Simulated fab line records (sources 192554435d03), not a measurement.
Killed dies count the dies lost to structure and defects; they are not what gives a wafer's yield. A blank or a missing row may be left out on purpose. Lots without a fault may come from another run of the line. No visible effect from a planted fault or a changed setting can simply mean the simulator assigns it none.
fab line records | flow n5Finfet
record: lots: 24 wafers: 72 lastDay: 19
route steps=1938 shown BEOL_M0@735 BEOL_M1@765
lots untouched by any fault: they come from a run of this same line in which no faults occurred
startH: hours from the record's opening day to when the first of the lot's shown wafers began | waitH: hours since the lot's step before | " as in the row above | L1.1+2: one row covering several wafers at once | - no value present, or no start provided | * or withheld: withheld | < > ~ a bound
route shown NAME@n: NAME is a module with steps in the file, n the number in the route of the first one | usual: mean/standard deviation of fault-free wafers | same: alike in all rows | chamber/n: place in a boat | sites: readings site by site | _std_site: standard deviation of those values | _edge_site: the outer-site mean with the inner-site mean subtracted | radiusMm: how far each site lies from the wafer's centre | mask NAME#n: copy n | behind: the most recent tool/chamber to have shaped the wafer | hold: why the lot went on hold/how many hours it stayed there/how the hold came to an end | device: names the non-switching transistor (n, p or np) | end of line: tests run on the same wafers once the route is complete | a step given without rows: its recipe and nothing more | killed: the dies lost at the first sort to structure and to defects; this is not the yield of the wafer | map: the dies of a wafer, with x for killed, . for not killed, _ for no die there
set.NAME: the setting the step ran with; set.NAME@STEP: the setting that earlier step ran with | model.NAME: the simulator's own value behind a step, which no gauge read
one table for each step of the route and one row for each wafer, over a sample of lots
services: a tool's chamber out of use, with start hour (startH, from the record's first day; less than 0 if before it), hours out, and reason
== steps ==
step: N5_BEOL_M0_ANNEAL_117
recipe: tempC: 400 timeS: 60 ambient: vacuum
usual: heaterPowerW: 856/94
columns lot.wafer tool chamber startH waitH heaterPowerW
L074.3 pvdSputter-02 - 120.16 0.0 726
L074.5 " - " " 1045
L074.6 " - " " 720
L075.2 pvdSputter-03 - 124.24 0.0 882
L075.3 " - " " 768
L075.5 " - " " 877
L076.1 pvdSputter-01 - 132.36 0.0 919
L076.2 " - " " 815
L076.6 " - " " 800
L078.1 pvdSputter-03 - 142.66 0.0 792
L078.3 " - " " 857
L078.4 " - " " 806
L077.1 pvdSputter-03 - 148.04 0.0 787
L077.2 " - " " 825
L077.6 " - " " 804
L079.1 pvdSputter-03 - 151.46 0.0 821
L079.3 " - " " 779
L079.6 " - " " 775
L080.3 pvdSputter-01 - 156.61 0.0 924
L080.5 " - " " 974
L080.6 " - " " 808
L081.1 pvdSputter-03 - 160.12 0.0 897
L081.2 " - " " 824
L081.5 " - " " 788
L082.1 pvdSputter-02 - 170.75 0.0 737
L082.2 " - " " 817
L082.6 " - " " 722
L083.1 pvdSputter-01 - 171.47 0.0 974
L083.2 " - " " 799
L083.3 " - " " 911
L084.1 pvdSputter-02 - 182.28 0.0 731
L084.5 " - " " 744
L084.6 " - " " 1053
L085.1 pvdSputter-02 - 189.30 0.0 732
L085.3 " - " " 836
L085.6 " - " " 1037
L087.2 pvdSputter-01 - 196.57 0.0 919
L087.5 " - " " 943
L087.6 " - " " 1007
L086.1 pvdSputter-01 - 199.73 0.0 809
L086.3 " - " " 908
L086.5 " - " " 792
L088.3 pvdSputter-02 - 209.48 0.0 820
L088.5 " - " " 719
L088.6 " - " " 839
L089.1 pvdSputter-01 - 212.66 0.0 801
L089.3 " - " " 988
L089.6 " - " " 892
L090.1 pvdSputter-01 - 219.03 0.0 951
L090.3 " - " " 777
L090.5 " - " " 909
L091.1 pvdSputter-01 - 219.47 0.0 936
L091.4 " - " " 905
L091.6 " - " " 954
L092.2 pvdSputter-01 - 224.35 0.0 914
L092.3 " - " " 921
L092.6 " - " " 932
L093.1 pvdSputter-02 - 232.26 0.0 734
L093.3 " - " " 728
L093.5 " - " " 722
L094.1 pvdSputter-02 - 238.11 0.0 745
L094.2 " - " " 729
L094.5 " - " " 843
L095.1 pvdSputter-01 - 240.41 0.0 807
L095.4 " - " " 923
L095.6 " - " " 897
L096.1 pvdSputter-03 - 253.92 0.0 775
L096.3 " - " " 823
L096.4 " - " " 789
L097.1 pvdSputter-03 - 263.86 0.0 805
L097.3 " - " " 898
L097.6 " - " " 843
step: N5_BEOL_M1_OVL_MEAS_12
recipe: pointsPerWafer: 522
usual: M1_OVL: 0.2/0.71
columns lot.wafer tool chamber startH waitH M1_OVL[nm]
L074.3 overlay-02 0 122.34 0.0 0.1
L074.5 " 0 " " 0.2
L074.6 " 0 " " 1.3
L075.2 overlay-01 0 126.46 0.0 1.4
L075.3 " 0 " " -0.8
L075.5 " 0 " " -0.7
L076.1 overlay-01 0 136.36 0.0 0.6
L076.2 " 0 " " 0.7
L076.6 " 0 " " -0.1
L078.1 overlay-01 0 148.53 0.0 -0.1
L078.3 " 0 " " -0.2
L078.4 " 0 " " -0.1
L077.1 overlay-01 0 150.13 0.0 0.7
L077.2 " 0 " " -0.7
L077.6 " 0 " " -0.8
L079.1 overlay-02 0 154.11 0.0 0.1
L079.3 " 0 " " 0.0
L079.6 " 0 " " -0.7
L080.3 overlay-01 0 159.21 0.0 -0.1
L080.5 " 0 " " 0.8
L080.6 " 0 " " -1.7
L081.1 overlay-02 0 162.52 0.0 0.6
L081.2 " 0 " " 1.2
L081.5 " 0 " " 0.2
L082.1 overlay-02 0 173.95 0.0 -0.1
L082.2 " 0 " " 0.4
L082.6 " 0 " " 0.6
L083.1 overlay-02 0 174.29 0.0 0.7
L083.2 " 0 " " 0.4
L083.3 " 0 " " 1.4
L084.1 overlay-02 0 184.82 0.0 -0.3
L084.5 " 0 " " 0.3
L084.6 " 0 " " 0.6
L085.1 overlay-01 0 193.95 0.0 1.7
L085.3 " 0 " " 1.5
L085.6 " 0 " " 0.0
L087.2 overlay-01 0 201.44 0.0 -0.2
L087.5 " 0 " " -0.2
L087.6 " 0 " " -0.4
L086.1 overlay-02 0 201.83 0.0 -0.2
L086.3 " 0 " " 1.8
L086.5 " 0 " " 0.8
L088.3 overlay-02 0 211.58 0.0 1.2
L088.5 " 0 " " 0.5
L088.6 " 0 " " 1.0
L089.1 overlay-01 0 215.11 0.0 -1.0
L089.3 " 0 " " 0.6
L089.6 " 0 " " 0.7
L090.1 overlay-01 0 221.98 0.0 0.6
L090.3 " 0 " " -0.1
L090.5 " 0 " " -0.6
L091.1 overlay-01 0 222.19 0.0 0.3
L091.4 " 0 " " 0.6
L091.6 " 0 " " 1.1
L092.2 overlay-01 0 226.42 0.0 0.4
L092.3 " 0 " " 0.2
L092.6 " 0 " " 0.3
L093.1 overlay-01 0 235.85 0.0 0.2
L093.3 " 0 " " 0.3
L093.5 " 0 " " -0.1
L094.1 overlay-01 0 241.38 0.0 0.2
L094.2 " 0 " " 0.0
L094.5 " 0 " " 1.1
L095.1 overlay-01 0 244.65 0.0 0.8
L095.4 " 0 " " -0.6
L095.6 " 0 " " -0.5
L096.1 overlay-02 0 258.32 0.0 0.8
L096.3 " 0 " " 0.7
L096.4 " 0 " " 0.0
L097.1 overlay-02 0 267.74 0.0 -0.6
L097.3 " 0 " " 0.5
L097.6 " 0 " " 0.7
step: N5_BEOL_M1_ETCH_74
recipe: chemistry: N2/H2 target: underlayer targetDepthA: 65 maskMaterial: CAR-EUV timeS: 5.2 ionEnergyEv: 200 pressureMtorr: 30 sourceW: 840 biasW: 150 n2FlowSccm: 200 h2FlowSccm: 200 ends: cleared
usual: drypumpMotorCurrentA: 5.8/0.56 etchRfOnTimeS: 5.18/0.18 oesProductAu: 0.65/0.059 rfVppV: 524.3/2.5 showerheadPlenumPTorr: 2.56/0.08 throttleValvePct: 17.97/0.26
columns lot.wafer tool chamber startH waitH drypumpMotorCurrentA etchRfOnTimeS oesProductAu rfHoursCounterH rfVppV showerheadPlenumPTorr throttleValvePct
L074.3 rieDiel-03 1 122.48 0.0 6.1 5.47 0.63 179 525.8 2.64 17.98
L074.5 " 2 " " 4.7 5.41 0.64 - 527.0 2.65 18.12
L074.6 " 3 " " 6.4 4.89 0.76 - 520.4 2.48 17.65
L075.2 rieDiel-03 0 126.58 0.0 5.0 5.19 0.64 143 523.6 2.56 18.24
L075.3 " 3 " " 6.4 4.91 0.75 51 522.8 2.47 17.65
L075.5 " 0 " " 5.0 5.24 0.62 - 523.3 2.56 18.25
L076.1 rieDiel-03 1 136.49 0.0 6.1 5.37 0.62 184 525.9 2.64 18.00
L076.2 " 0 " " 5.0 5.18 0.63 146 523.3 2.56 18.25
L076.6 " 2 " " 4.7 5.39 0.65 - 526.7 2.65 18.14
L078.1 rieDiel-03 2 148.68 0.0 4.7 5.37 0.64 142 527.4 2.65 18.13
L078.3 " 3 " " 6.4 4.88 0.77 55 522.8 2.47 17.66
L078.4 " 0 " " 5.0 5.17 0.63 148 523.8 2.56 18.24
L077.1 rieDiel-01 1 150.26 0.0 6.2 5.22 0.61 180 520.0 2.44 18.18
L077.2 " 0 " " 6.1 5.54 0.56 247 521.7 2.51 17.76
L077.6 " 0 " " 6.1 5.53 0.57 - 521.4 2.51 17.77
L079.1 rieDiel-01 2 154.24 0.0 5.7 5.19 0.65 156 527.6 2.64 18.00
L079.3 " 0 " " 6.2 5.43 0.57 248 523.7 2.51 17.77
L079.6 " 3 " " 6.2 4.84 0.66 - 526.0 2.66 17.73
L080.3 rieDiel-01 0 159.32 0.0 6.2 5.49 0.57 249 523.6 2.51 17.78
L080.5 " 0 " " 6.1 5.45 0.57 - 524.3 2.51 17.78
L080.6 " 1 " " 6.2 5.26 0.61 - 520.5 2.44 18.15
L081.1 rieDiel-01 1 162.65 0.0 6.3 5.19 0.61 184 521.3 2.44 18.15
L081.2 " 3 " " 6.2 4.83 0.67 167 527.9 2.66 17.79
L081.5 " 2 " " 5.7 5.26 0.65 - 526.2 2.64 18.00
L082.1 rieDiel-01 2 174.07 0.0 5.7 5.28 0.64 162 527.8 2.64 18.01
L082.2 " 3 " " 6.2 4.90 0.65 171 527.8 2.66 17.78
L082.6 " 1 " " 6.3 5.21 0.61 - 519.0 2.44 18.17
L083.1 rieDiel-03 2 174.41 0.0 4.7 5.30 0.64 146 524.7 2.65 18.14
L083.2 " 3 " " 6.4 4.95 0.74 62 521.3 2.47 17.67
L083.3 " 1 " " 6.1 5.43 0.61 194 528.6 2.64 18.05
L084.1 rieDiel-03 3 185.04 0.0 6.4 4.82 0.74 64 521.5 2.47 17.68
L084.5 " 3 " " 6.4 4.82 0.75 - 520.8 2.47 17.68
L084.6 " 0 " " 5.0 5.07 0.63 - 525.3 2.56 18.26
L085.1 rieDiel-01 2 194.08 0.0 5.7 5.25 0.66 168 528.2 2.64 18.03
L085.3 " 3 " " 6.2 4.93 0.65 172 527.6 2.66 17.77
L085.6 " 3 " " 6.2 4.90 0.66 - 524.8 2.66 17.79
L087.2 rieDiel-03 2 201.56 0.0 4.7 5.31 0.65 151 524.2 2.65 18.17
L087.5 " 2 " " 4.7 5.36 0.64 - 527.4 2.65 18.15
L087.6 " 3 " " 6.4 4.89 0.75 - 520.1 2.47 17.67
L086.1 rieDiel-04 1 202.29 0.0 6.1 5.22 0.67 125 519.3 2.46 18.39
L086.3 " 3 " " 5.9 5.13 0.64 175 524.6 2.54 18.07
L086.5 " 3 " " 5.9 5.18 0.63 - 524.1 2.54 18.07
L088.3 rieDiel-01 2 211.70 0.0 5.7 5.22 0.65 173 525.8 2.64 18.00
L088.5 " 3 " " 6.2 4.83 0.65 - 527.1 2.65 17.80
L088.6 " 0 " " 6.1 5.17 0.78 - 525.7 2.51 17.34
L089.1 rieDiel-03 0 215.24 0.0 5.0 5.20 0.61 164 524.6 2.56 18.27
L089.3 " 2 " " 4.7 5.35 0.64 156 526.4 2.64 18.17
L089.6 " 3 " " 6.4 4.93 0.73 - 522.1 2.47 17.68
L090.1 rieDiel-03 3 222.18 0.0 6.4 4.95 0.73 74 520.9 2.47 17.69
L090.3 " 1 " " 6.1 5.45 0.60 205 526.1 2.63 18.04
L090.5 " 1 " " 6.1 5.42 0.61 - 524.4 2.63 18.05
L091.1 rieDiel-04 3 222.37 0.0 5.9 5.19 0.63 181 522.8 2.54 18.09
L091.4 " 1 " " 6.2 5.21 0.65 - 522.3 2.46 18.44
L091.6 " 2 " " 5.2 5.11 0.80 - 524.0 2.51 17.72
L092.2 rieDiel-01 1 226.54 0.0 6.2 5.21 0.59 202 520.0 2.44 18.21
L092.3 " 2 " " 5.7 5.23 0.64 177 525.7 2.63 18.03
L092.6 " 1 " " 6.3 5.19 0.59 - 522.5 2.44 18.19
L093.1 rieDiel-04 0 235.98 0.0 5.9 5.25 0.58 228 525.7 2.62 17.75
L093.3 " 3 " " 5.9 5.11 0.62 186 523.6 2.53 18.11
L093.5 " 1 " " 6.1 5.18 0.66 - 522.4 2.46 18.45
L094.1 rieDiel-03 1 241.50 0.0 6.1 5.38 0.60 212 528.2 2.63 18.03
L094.2 " 3 " " 6.4 4.94 0.72 80 522.0 2.46 17.69
L094.5 " 3 " " 6.4 5.00 0.72 - 523.4 2.46 17.69
L095.1 rieDiel-04 2 244.88 0.0 5.3 5.05 0.78 15 522.4 2.51 17.73
L095.4 " 1 " " 6.1 5.14 0.66 139 522.7 2.46 18.43
L095.6 " 1 " " 6.1 5.20 0.65 - 521.8 2.46 18.41
L096.1 rieDiel-01 3 258.46 0.0 6.2 4.94 0.64 191 527.0 2.65 17.81
L096.3 " 1 " " 6.3 5.27 0.60 212 520.2 2.43 18.22
L096.4 " 0 " " 6.1 5.27 0.74 22 523.3 2.50 17.37
L097.1 rieDiel-04 3 267.95 0.0 6.0 5.20 0.61 196 523.7 2.53 18.11
L097.3 " 0 " " 5.9 5.26 0.58 238 526.6 2.62 17.75
L097.6 " 0 " " 5.9 5.26 0.57 - 526.5 2.62 17.77
step: N5_BEOL_M1_OCD_MEAS_38
usual: trenchDepthNm: 55.0/1.1
columns lot.wafer tool chamber startH waitH trenchDepthNm
L074.3 ocd-01 - 126.01 - 53.9
L074.5 " - " " 55.3
L074.6 " - " " 57.0
L075.2 ocd-02 - 128.84 - 54.4
L075.3 " - " " 53.7
L075.5 " - " " 57.1
L076.1 ocd-02 - 138.90 - 55.2
L076.2 " - " " 53.9
L076.6 " - " " 54.9
L078.1 ocd-02 - 152.62 - 54.9
L078.3 " - " " 54.3
L078.4 " - " " 55.0
L077.1 ocd-02 - 155.30 - 54.4
L077.2 " - " " 55.5
L077.6 " - " " 54.7
L079.1 ocd-01 - 158.42 - 56.1
L079.3 " - " " 53.4
L079.6 " - " " 53.6
L080.3 ocd-01 - 160.98 - 54.3
L080.5 " - " " 55.1
L080.6 " - " " 54.3
L081.1 ocd-02 - 164.48 - 53.9
L081.2 " - " " 54.7
L081.5 " - " " 54.8
L082.1 ocd-01 - 178.41 - 55.0
L082.2 " - " " 54.3
L082.6 " - " " 54.3
L083.1 ocd-01 - 186.11 - 55.5
L083.2 " - " " 54.1
L083.3 " - " " 55.5
L084.1 ocd-02 - 193.19 - 53.5
L084.5 " - " " 54.4
L084.6 " - " " 57.6
L085.1 ocd-01 - 197.26 - 55.7
L085.3 " - " " 55.2
L085.6 " - " " 55.7
L087.2 ocd-01 - 204.13 - 54.6
L087.5 " - " " 54.1
L087.6 " - " " 55.4
L086.1 ocd-01 - 213.18 - 55.2
L086.3 " - " " 57.3
L086.5 " - " " 54.4
L089.1 ocd-01 - 218.04 - 55.8
L089.3 " - " " 56.7
L089.6 " - " " 57.1
L091.1 ocd-01 - 231.56 - 53.5
L091.4 " - " " 54.3
L091.6 " - " " 54.4
L088.3 ocd-01 - 234.78 - 54.5
L088.5 " - " " 54.5
L088.6 " - " " 54.0
L090.1 ocd-01 - 237.78 - 54.0
L090.3 " - " " 56.6
L090.5 " - " " 54.3
L092.2 ocd-01 - 240.35 - 55.5
L092.3 " - " " 54.5
L092.6 " - " " 54.3
L093.1 ocd-02 - 254.01 - 55.5
L093.3 " - " " 54.4
L093.5 " - " " 57.0
L094.1 ocd-02 - 264.13 - 55.5
L094.2 " - " " 56.7
L094.5 " - " " 54.4
L095.1 ocd-01 - 267.86 - 55.4
L095.4 " - " " 53.8
L095.6 " - " " 53.8
L096.1 ocd-02 - 271.48 - 56.8
L096.3 " - " " 54.0
L096.4 " - " " 54.3
L097.1 ocd-02 - 277.13 - 53.7
L097.3 " - " " 56.2
L097.6 " - " " 54.4
step: N5_BEOL_M1_PRE_CLEAN_45
recipe: gas: H2/He timeS: 30 tempC: 250
usual: heaterPowerW: 339/34
columns lot.wafer tool chamber startH waitH heaterPowerW
L074.3 pvdSputter-01 - 126.52 0.0 366
L074.5 " - " " 318
L074.6 " - " " 355
L075.2 pvdSputter-03 - 129.40 0.0 336
L075.3 " - " " 309
L075.5 " - " " 317
L076.1 pvdSputter-03 - 139.42 0.0 331
L076.2 " - " " 305
L076.6 " - " " 318
L078.1 pvdSputter-01 - 153.49 0.0 323
L078.3 " - " " 374
L078.4 " - " " 364
L077.1 pvdSputter-01 - 155.93 0.0 352
L077.2 " - " " 323
L077.6 " - " " 387
L079.1 pvdSputter-01 - 159.11 0.0 382
L079.3 " - " " 324
L079.6 " - " " 359
L080.3 pvdSputter-01 - 161.77 0.0 393
L080.5 " - " " 321
L080.6 " - " " 386
L081.1 pvdSputter-02 - 165.08 0.0 421
L081.2 " - " " 339
L081.5 " - " " 298
L082.1 pvdSputter-03 - 179.09 0.0 298
L082.2 " - " " 331
L082.6 " - " " 323
L083.1 pvdSputter-01 - 186.70 0.0 357
L083.2 " - " " 327
L083.3 " - " " 360
L084.1 pvdSputter-03 - 193.93 0.0 352
L084.5 " - " " 358
L084.6 " - " " 312
L085.1 pvdSputter-02 - 198.35 0.0 300
L085.3 " - " " 297
L085.6 " - " " 286
L087.2 pvdSputter-01 - 204.65 0.0 376
L087.5 " - " " 369
L087.6 " - " " 388
L086.1 pvdSputter-03 - 213.99 0.0 305
L086.3 " - " " 332
L086.5 " - " " 353
L089.1 pvdSputter-03 - 218.53 0.0 307
L089.3 " - " " 325
L089.6 " - " " 317
L091.1 pvdSputter-03 - 231.97 0.0 301
L091.4 " - " " 313
L091.6 " - " " 355
L088.3 pvdSputter-01 - 235.25 0.0 322
L088.5 " - " " 387
L088.6 " - " " 374
L090.1 pvdSputter-03 - 238.21 0.0 305
L090.3 " - " " 327
L090.5 " - " " 312
L092.2 pvdSputter-02 - 240.97 0.0 413
L092.3 " - " " 286
L092.6 " - " " 290
L093.1 pvdSputter-03 - 255.08 0.0 302
L093.3 " - " " 357
L093.5 " - " " 304
L094.1 pvdSputter-03 - 264.60 0.0 312
L094.2 " - " " 363
L094.5 " - " " 315
L095.1 pvdSputter-02 - 268.61 0.0 289
L095.4 " - " " 340
L095.6 " - " " 340
L096.1 pvdSputter-02 - 271.81 0.0 334
L096.3 " - " " 427
L096.4 " - " " 294
L097.1 pvdSputter-03 - 277.69 0.0 359
L097.3 " - " " 314
L097.6 " - " " 306
step: N5_BEOL_M1_ALD_84
recipe: material: TaN targetThkA: * tempC: 275 aldPrecursorFamily: PDMAT aldCoReactant: NH3 pressureTorr: 3 carrierFlowSccm: 1500 pulseTimeS: 2 purgeTimeS: 3 coReactantPurgeTimeS: 2 coReactantPulseTimeS: 3 aldCycles: 30 precursorVesselTempC: 75 precursorVesselPressureTorr: 26.25 precursorVesselCarrierSccm: 1000
usual: heaterPowerW: 419/48 mfcCarrierSccm: 1501/4.9
same: aldCycles: 30
columns lot.wafer tool chamber startH waitH heaterPowerW mfcCarrierSccm
L074.3 aldMetal-02 2 126.59 0.1 358 1508
L074.5 " 3 " " 378 1503
L074.6 " 2 " " 352 1511
L075.2 aldMetal-01 1 129.48 0.1 315 1505
L075.3 " 3 " " 408 1497
L075.5 " 3 " " 400 1500
L076.1 aldMetal-03 3 139.48 0.0 471 1508
L076.2 " 2 " " 417 1500
L076.6 " 3 " " 463 1510
L078.1 aldMetal-03 3 153.78 0.3 460 1495
L078.3 " 1 " " 391 1507
L078.4 " 2 " " 430 1500
L077.1 aldMetal-03 2 156.01 0.1 424 1501
L077.2 " 3 " " 459 1499
L077.6 " 0 " " 489 1500
L079.1 aldMetal-02 2 159.17 0.0 354 1497
L079.3 " 0 " " 448 1497
L079.6 " 0 " " 439 1499
L080.3 aldMetal-01 2 161.84 0.1 432 1502
L080.5 " 0 " " 377 1505
L080.6 " 3 " " 412 1503
L081.1 aldMetal-01 0 165.14 0.0 381 1499
L081.2 " 2 " " 442 1492
L081.5 " 1 " " 326 1502
L082.1 aldMetal-02 1 179.15 0.0 407 1497
L082.2 " 0 " " 445 1498
L082.6 " 0 " " 430 1503
L083.1 aldMetal-01 3 186.89 0.2 413 1494
L083.2 " 2 " " 421 1496
L083.3 " 1 " " 320 1500
L084.1 aldMetal-03 3 194.00 0.0 458 1500
L084.5 " 2 " " 424 1499
L084.6 " 0 " " 505 1500
L085.1 aldMetal-03 3 198.41 0.0 460 1498
L085.3 " 2 " " 430 1504
L085.6 " 0 " " 503 1494
L087.2 aldMetal-03 1 204.72 0.0 393 1503
L087.5 " 1 " " 393 1506
L087.6 " 0 " " 505 1514
L086.1 aldMetal-03 0 214.07 0.1 495 1500
L086.3 " 2 " " 424 1498
L086.5 " 1 " " 383 1509
L089.1 aldMetal-03 3 218.59 0.0 457 1495
L089.3 " 1 " " 391 1497
L089.6 " 3 " " 461 1500
L091.1 aldMetal-03 3 232.03 0.0 460 1508
L091.4 " 2 " " 424 1495
L091.6 " 2 " " 434 1505
L088.3 aldMetal-03 1 235.31 0.0 394 1501
L088.5 " 1 " " 390 1496
L088.6 " 0 " " 490 1502
L090.1 aldMetal-03 2 238.27 0.0 426 1498
L090.3 " 3 " " 466 1495
L090.5 " 3 " " 461 1494
L092.2 aldMetal-02 2 241.05 0.1 349 1498
L092.3 " 3 " " 373 1502
L092.6 " 2 " " 357 1502
L093.1 aldMetal-01 2 255.14 0.0 434 1506
L093.3 " 3 " " 411 1499
L093.5 " 1 " " 310 1503
L094.1 aldMetal-02 2 264.68 0.1 349 1503
L094.2 " 1 " " 414 1510
L094.5 " 1 " " 405 1501
L095.1 aldMetal-01 1 268.74 0.1 314 1504
L095.4 " 2 " " 415 1499
L095.6 " 0 " " 393 1519
L096.1 aldMetal-03 1 271.87 0.0 391 1495
L096.3 " 2 " " 416 1500
L096.4 " 3 " " 468 1503
L097.1 aldMetal-02 0 277.76 0.1 447 1495
L097.3 " 2 " " 357 1494
L097.6 " 1 " " 410 1499
== services ==
columns tool chamber startH hours kind
pvdSputter-03 - 108.25 5.5 repair
rieDiel-04 2 115.56 19.2 repair
rieDiel-01 3 139.01 5.3 repair
aldMetal-02 3 143.51 13.5 repair
pvdSputter-01 - 143.59 5.2 repair
rieDiel-04 2 153.49 7.9 repair
rieDiel-03 2 154.27 4.0 repair
aldMetal-02 - 159.49 8.7 pm
rieDiel-01 0 162.16 - clean
rieDiel-01 0 162.16 - consumableReplace:focusRing
rieDiel-01 0 162.16 22.8 scheduledDown
rieDiel-01 0 162.16 22.8 ventCycle
aldMetal-03 1 172.90 21.4 repair
rieDiel-01 3 175.59 15.8 repair
rieDiel-03 - 179.33 2.8 pm
aldMetal-01 0 184.23 9.4 repair
rieDiel-04 2 200.78 4.9 repair
aldMetal-01 - 203.04 8.7 pm
rieDiel-04 0 210.17 13.3 repair
aldMetal-01 2 219.39 22.7 repair
aldMetal-01 0 233.40 26.1 repair
aldMetal-03 - 241.33 28.1 pm
aldMetal-01 3 243.53 3.2 repair
aldMetal-02 3 248.53 27.0 repair
== key ==
fault none
